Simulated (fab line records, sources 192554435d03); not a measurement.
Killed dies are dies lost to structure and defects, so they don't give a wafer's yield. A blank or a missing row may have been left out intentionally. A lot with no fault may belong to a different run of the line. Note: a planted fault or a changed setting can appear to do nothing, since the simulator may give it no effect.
Chamber matching / flow n5_finfet / N5_BEOL_M3_ETCH_77 on rie_diel-02: 4 sister chambers
The step etches underlayer in N2/H2, target depth 6.5 nm, time 5.2 s. 7 wafers are shown with their chamber, then 8 later ones without.

## WAFERS WITH THEIR CHAMBER
wafer=L075.4; chamber=3; drypump_motor_current_A (A)=5.8; throttle_valve_pct (%)=17.75
wafer=L086.5; chamber=0; drypump_motor_current_A (A)=6.6; throttle_valve_pct (%)=17.37
wafer=L086.6; chamber=1; drypump_motor_current_A (A)=5.8; throttle_valve_pct (%)=18.10
wafer=L088.1; chamber=0; drypump_motor_current_A (A)=6.7; throttle_valve_pct (%)=17.36
wafer=L088.2; chamber=2; drypump_motor_current_A (A)=5.7; throttle_valve_pct (%)=17.89
wafer=L088.3; chamber=1; drypump_motor_current_A (A)=5.7; throttle_valve_pct (%)=18.11
wafer=L090.1; chamber=2; drypump_motor_current_A (A)=5.7; throttle_valve_pct (%)=17.92

## WAFERS MISSING THEIR CHAMBER
wafer=L090.3; drypump_motor_current_A (A)=6.7; throttle_valve_pct (%)=17.37
wafer=L090.5; drypump_motor_current_A (A)=6.7; throttle_valve_pct (%)=17.39
wafer=L091.1; drypump_motor_current_A (A)=6.7; throttle_valve_pct (%)=17.37
wafer=L091.2; drypump_motor_current_A (A)=5.7; throttle_valve_pct (%)=17.93
wafer=L091.4; drypump_motor_current_A (A)=5.7; throttle_valve_pct (%)=18.12
wafer=L097.2; drypump_motor_current_A (A)=6.7; throttle_valve_pct (%)=17.38
wafer=L097.4; drypump_motor_current_A (A)=5.9; throttle_valve_pct (%)=17.81
wafer=L097.5; drypump_motor_current_A (A)=5.7; throttle_valve_pct (%)=18.15

## THE CHAMBER EACH PASSED THROUGH
wafer=L090.3; from the rows above=0; in truth=0
wafer=L090.5; from the rows above=0; in truth=0
wafer=L091.1; from the rows above=0; in truth=0
wafer=L091.2; from the rows above=2; in truth=2
wafer=L091.4; from the rows above=1; in truth=1
wafer=L097.2; from the rows above=0; in truth=0
wafer=L097.4; from the rows above=3; in truth=3
wafer=L097.5; from the rows above=1; in truth=1
Correct placement for 8 of the 8. Not placeable from these rows: 0. Placed wrongly: 0.
How it was worked out, from the rows above alone: a wafer's distance from a chamber is the root of the sum, over the readings, of the square of ((its reading less the chamber's mean) divided by the reading's scatter). If the next closest chamber is less than 2 further off than the closest, the wafer can't be placed; otherwise it belongs to the closest. The mean given for a chamber averages the wafers shown for that chamber. The scatter: the root of (the sum of the squares of (reading less its chamber's mean) over the shown wafers, divided by (wafers less chambers)).
